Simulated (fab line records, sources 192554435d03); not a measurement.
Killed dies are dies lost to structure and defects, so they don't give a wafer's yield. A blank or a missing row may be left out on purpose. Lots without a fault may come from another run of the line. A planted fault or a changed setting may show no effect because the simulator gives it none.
Split-lot experiment | flow n5_finfet | 7 lots, 21 wafers read, on a route of 1938 steps

THE SPLIT
At N5_BEOL_M7_EXPOSE_25 (exposes mask V6, target cd 40 nm), the setting dose_mj was moved away from the recipe's 42.5 on 11 of the 21 wafers read, by -4.7% to +6.6%. The other wafers ran this setting at the recipe's value.

FROM THE SPLIT TO THE READING: what the file shows between them, 2 steps
- N5_BEOL_M7_PEB_26: peb time 60 s
- N5_BEOL_M7_DEVELOP_27: develop time 30 s

THE READING
cd_nm, in nm, at N5_BEOL_M7_CD_MEAS_28 (target cd 40 nm). Fault-free wafers of this fab line usually give 40.01 nm, standard deviation 0.22 nm.

wafer  | tool, chamber at the split | dose_mj as run | against the recipe | cd_nm, nm | against lot-mates on the recipe
L074.1 | euv_scanner-01, 0          | 42.5           | recipe             | 40.59     | -
L074.4 | euv_scanner-01, 0          | 45.29          | +6.6%              | 41.06     | +0.69
L074.5 | euv_scanner-01, 0          | 42.5           | recipe             | 40.15     | -
L077.1 | euv_scanner-02, 0          | 42.5           | recipe             | 39.96     | -
L077.3 | euv_scanner-02, 0          | 40.52          | -4.7%              | 38.82     | -1.14
L077.5 | euv_scanner-02, 0          | 40.52          | -4.7%              | 39.23     | -0.73
L079.2 | euv_scanner-01, 0          | 42.5           | recipe             | 40.11     | -
L079.4 | euv_scanner-01, 0          | 42.5           | recipe             | 39.83     | -
L079.6 | euv_scanner-01, 0          | 42.5           | recipe             | 39.83     | -
L080.2 | euv_scanner-02, 0          | 43.53          | +2.4%              | 40.79     | +0.77
L080.4 | euv_scanner-02, 0          | 42.5           | recipe             | 40.02     | -
L080.5 | euv_scanner-02, 0          | 43.53          | +2.4%              | 40.38     | +0.36
L083.1 | euv_scanner-01, 0          | 43.63          | +2.7%              | 40.67     | +0.60
L083.4 | euv_scanner-01, 0          | 42.5           | recipe             | 40.07     | -
L083.6 | euv_scanner-01, 0          | 43.63          | +2.7%              | 40.37     | +0.30
L094.1 | euv_scanner-02, 0          | 44.59          | +4.9%              | 40.78     | +0.67
L094.3 | euv_scanner-02, 0          | 42.5           | recipe             | 40.11     | -
L094.6 | euv_scanner-02, 0          | 44.59          | +4.9%              | 40.78     | +0.67
L095.2 | euv_scanner-02, 0          | 42.5           | recipe             | 40.17     | -
L095.3 | euv_scanner-02, 0          | 45.32          | +6.6%              | 41.07     | +0.90
L095.5 | euv_scanner-02, 0          | 45.32          | +6.6%              | 41.39     | +1.22

THE FIT
A straight line over all 21 wafers: cd_nm changes by +0.179 nm for each +1% of dose_mj; r = +0.94; the points scatter about the line by 0.21 nm.
The same after taking each lot's own level away (the mean of its wafers on the recipe; 21 wafers): +0.16 nm for each +1%; r = +0.94; scatter 0.19 nm.
On that fit, the largest move of dose_mj shifts the reading by 1.1 nm.
The lots' own levels span 39.923 to 40.370 nm, that is 2.0 times the standard deviation above.
So the lot-to-lot level changes the slope: the two fits differ.
Check: with one of the wafers moved furthest among these (+6.6%) left out of the fit, the line predicts +1.07 nm for it against its lot-mates. It came out at +0.9 nm against them.

OTHER SPLITS ON THESE WAFERS
These wafers also went through other splits before the reading. Each is held against what the fit with the lots' levels taken away leaves over:
other split on the same wafers    | wafers away from the commonest value | r with cd_nm (lot level and that fit taken away)
N5_BEOL_M7_PECVD_70 time_s        | 7                                    | -0.10
N5_BEOL_M7_HM_DEP_02 target_thk_a | 11                                   | -0.16

THE WHOLE CHAIN: every reading that the file lists as answering this split, in the file's order
step                  | what it does                                                        | reading                                                        | change (the file's fit)               | r (the file's)
N5_BEOL_M7_CD_MEAS_28 | target cd 40 nm                                                     | cd_nm                                                          | +0.149 nm for each +1% of the setting | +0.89
N5_BEOL_M7_DESCUM_33  | chemistry O2, time 7 s                                              | BEOL_M7.cd_nm (the simulator's own value, which no gauge read) | +0.203 nm for each +1% of the setting | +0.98
N5_BEOL_M7_ETCH_65    | etches SiARC in CF4, target depth 15.6 nm, time 26 s                | BEOL_M7.cd_nm (the simulator's own value, which no gauge read) | +0.194 nm for each +1% of the setting | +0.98
N5_BEOL_M7_ETCH_66    | etches SOC in N2/H2, target depth 80 nm, overetch 16 nm, time 120 s | BEOL_M7.cd_nm (the simulator's own value, which no gauge read) | +0.184 nm for each +1% of the setting | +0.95

THE FILE'S OWN FIT
cd_nm changes by +0.149 nm for each +1% of dose_mj, r = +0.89.
